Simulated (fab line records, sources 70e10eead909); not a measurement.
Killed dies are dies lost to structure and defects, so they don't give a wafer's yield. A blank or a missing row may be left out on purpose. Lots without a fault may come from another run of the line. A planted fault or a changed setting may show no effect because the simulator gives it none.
Chamber matching | flow nand_harc | NHARC_A_CHANNEL_FILL_D2_ALD_14 on ald_hk-02: 4 sister chambers
The step deposits SiO2, target thk 2.5 nm, pulse time 10 s, ald cycles 25. 8 wafers are shown with their chamber, then 7 later ones without.

WAFERS WITH THEIR CHAMBER
wafer  | chamber | heater_power_w (W) | precursor_pulse_height_rel
L175.6 | 1       | 482                | 0.998
L183.1 | 0       | 584                | 1.022
L183.6 | 2       | 376                | 0.962
L184.2 | 3       | 438                | 1.000
L184.3 | 2       | 378                | 1.035
L184.5 | 0       | 597                | 1.003
L187.2 | 1       | 504                | 0.988
L187.3 | 3       | 441                | 0.956

WAFERS WITHOUT THEIR CHAMBER
wafer  | heater_power_w (W) | precursor_pulse_height_rel
L187.5 | 508                | 1.002
L189.2 | 381                | 1.043
L189.4 | 573                | 0.989
L189.5 | 380                | 0.993
L195.3 | 487                | 0.982
L195.5 | 401                | 0.974
L195.6 | 506                | 0.978

WHICH CHAMBER EACH WENT THROUGH
wafer  | from the rows above     | in truth
L187.5 | 1                       | 1
L189.2 | 2                       | 2
L189.4 | 0                       | 0
L189.5 | 2                       | 2
L195.3 | 1                       | 1
L195.5 | can't be placed: 2 or 3 | 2
L195.6 | 1                       | 1
Placed correctly: 6 of 7. Can't be placed from these rows: 1 (the true chamber is among the candidates in 1). Placed wrongly: 0.
How it was worked out, from the rows above alone: a wafer's distance from a chamber is the root of the sum, over the readings, of the square of ((its reading less the chamber's mean) divided by the reading's scatter). The wafer belongs to the nearest chamber; if the next one is less than 2 further off, it can't be placed. A chamber's mean is the mean of its shown wafers. The scatter: the root of (the sum of the squares of (reading less its chamber's mean) over the shown wafers, divided by (wafers less chambers)).
